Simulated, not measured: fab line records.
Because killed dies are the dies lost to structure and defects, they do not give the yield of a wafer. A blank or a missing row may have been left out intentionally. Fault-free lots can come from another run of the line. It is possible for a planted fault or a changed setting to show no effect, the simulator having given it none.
Struck lot and sound lot, side by side | flow nand-harc | 13 steps out of a route of 1302
Sound: wafers L698.2, L698.3, L698.6. The struck wafers were L707.1, L707.2. The cause is given at the end.
Order at every step that has rows: each side's tool, ch and its chambers, its first start. Under that, the readings that differ: sound wafers | struck wafers | difference of the means | sigmas: that difference in standard deviations of wafers without a fault.
alike: readings with means less than 2 such deviations apart, plus words and numbers identical on both sides. not compared: withheld readings, readings lacking a value on some wafer, bounds such as >300 that could conceal the same value, and numbers that have no deviation in the record and whose values overlap.
Wherever a step has rows on one side only, a row that says differs or no value, or a row with sigmas, the two part there. Numbers that don't overlap but have no deviation are shown without sigmas and don't part them. Lack of a reading on every wafer of one side parts them only where that side has two or more wafers.

first, 1 step without rows for these wafers: NHARC_A_SLIT_SRD_20.
NHARC_A_SLIT_CD_MEAS_21:
  sound: cd-sem-01 at day 20 20:23; struck: cd-sem-02 at day 25 04:41
  alike: cd-nm
then, 3 steps without rows for these wafers: NHARC_A_SIN_REMOVE_WET_00 (chemistry H3PO4, time 15300 s); NHARC_A_SIN_REMOVE_PRECLEAN_01 (cleans in SC1); NHARC_A_SIN_REMOVE_SRD_02.
NHARC_A_SIN_REMOVE_INSPECT_04:
  sound: defect-inspect-01 at day 21 03:00; struck: defect-inspect-02 at day 25 11:16
  alike: raw-defect-count
NHARC_A_WL_FILL_ALD_00: deposits Al2O3, target thk 3 nm, pulse time 3 s, ald cycles 30.
  sound on ald-hk-04 ch 0,3, day 21 03:13; struck on ald-hk-01 ch 2,3, day 25 11:20
  alike: heater-power-w, precursor-pulse-height-rel
NHARC_A_WL_FILL_RTA_01: time 5 s.
  sound on rtp-anneal-02 ch 0, day 21 03:31; struck on rtp-anneal-02 ch 0, day 25 11:36
  alike: lamp-power-pct, wafer_temp_C_max
NHARC_A_WL_FILL_ALD_02: deposits TiN, target thk 2 nm, pulse time 3 s, ald cycles 100.
  sound on ald-metal-01 ch 0,1,2, day 21 03:46; struck on ald-metal-03 ch 2,3, day 25 11:53
  alike: heater-power-w, precursor-pulse-height-rel
NHARC_A_WL_FILL_CVD_03: deposits W, target thk 40 nm, time 279 s.
  sound on cvd-w-01 ch 0,1, day 21 04:11; struck on cvd-w-02 ch 0,1, day 25 12:16
  alike: heater-power-w, mfc-wf6-sccm, throttle-valve-pct
NHARC_A_WL_FILL_ETCHBACK_04: etches the open film in NF3, target depth 60 nm, time 120 s.
  sound on rie-metal-01 ch 0,1, day 21 04:31; struck on rie-metal-02 ch 0,1, day 25 12:38
  reading               | sound             | struck      | difference | sigmas
  oes-product-au (a.u.) | 0.996 1.011 1.012 | 0.871 0.865 | -0.138     | -11
  alike: drypump-motor-current-A
  not compared: rf-hours-counter-h
NHARC_A_WL_FILL_ETCHBACK_05: etches the open film in Cl2/BCl3, target depth 22 nm, time 60 s.
  sound on rie-metal-01 ch 0,1, day 21 04:45; struck on rie-metal-02 ch 0,1, day 25 12:53
  reading               | sound             | struck      | difference | sigmas
  oes-product-au (a.u.) | 1.016 1.010 1.021 | 0.996 0.977 | -0.029     | -2
  alike: drypump-motor-current-A
  not compared: rf-hours-counter-h
-- record jumps: 4 days between struck wafers' starts before vs after; left off in module A_WL_FILL, resumes in module END, first step shown is number 1302 of the route --
NHARC_END_SORT_01:
  sound on prober-02 ch 0, day 25 05:05; struck on prober-01 ch 0, day 29 11:13
  reading         | sound    | struck | difference | sigmas
  killed-at-array | 93 65 83 | 28 38  | -47        | -2
  killed-dies     | 93 71 85 | 36 42  | -44        | -2
  alike: killed-at-other, killed-at-periphery, killed-open, killed-short

## WHERE THEY PART
First at NHARC_A_WL_FILL_ETCHBACK_04; last, within this record, at NHARC_END_SORT_01.

WHY: what the simulator had put in
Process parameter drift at NHARC_A_WL_FILL_ETCHBACK_04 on rie-metal-02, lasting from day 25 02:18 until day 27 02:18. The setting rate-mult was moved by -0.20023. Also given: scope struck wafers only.
